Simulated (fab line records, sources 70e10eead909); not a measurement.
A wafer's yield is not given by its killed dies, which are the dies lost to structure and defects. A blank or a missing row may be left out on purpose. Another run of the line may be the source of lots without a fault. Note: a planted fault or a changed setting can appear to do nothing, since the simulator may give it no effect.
Which tool is to blame? / flow nandHarc / 18 wafers sampled from 6 lots at 1 step of a route of 1302

## WHAT EACH GAUGE READ, for each wafer
NHARC_P_GATE_CD_MEAS_46 targets a cd of 720 nm.
lot=L415; measured=day 6 16:40; on=cdSem-02; cdNm (nm)=721.3 719.3 722.0
lot=L418; measured=day 8 09:24; on=cdSem-01; cdNm (nm)=720.0 718.3 721.1
lot=L420; measured=day 8 22:11; on=cdSem-01; cdNm (nm)=720.3 718.0 721.1
lot=L422; measured=day 9 16:53; on=cdSem-03; cdNm (nm)=720.4 719.4 717.2
lot=L425; measured=day 11 05:35; on=cdSem-03; cdNm (nm)=721.6 722.5 720.5
lot=L426; measured=day 11 16:05; on=cdSem-02; cdNm (nm)=717.6 719.9 715.9

## TOOL THAT RAN EACH LOT (tool first, then ch and the chambers of the sampled wafers, then the start)
The record holds no process step before these readings.

## THE ANSWER, worked out from the rows above alone
Rule: the lots themselves supply what counts as usual. Put in order of their means at a reading, lots are off if they are a third of the lots or fewer, leave a main group of 4 or more, and stand apart from it by a gap of 3 or more times the standard deviation of the main group's means; of several such gaps the widest counts. Not used: any main group whose means are identical at the precision the tables above print for the reading. A lot without any number at a reading at which 4 lots or more have one is off too. Any other lot the step has rows for is counted as sound.
No lot is off at any reading shown: from this, nothing can be told.

## WHAT HAD BEEN PUT IN BY THE SIMULATOR
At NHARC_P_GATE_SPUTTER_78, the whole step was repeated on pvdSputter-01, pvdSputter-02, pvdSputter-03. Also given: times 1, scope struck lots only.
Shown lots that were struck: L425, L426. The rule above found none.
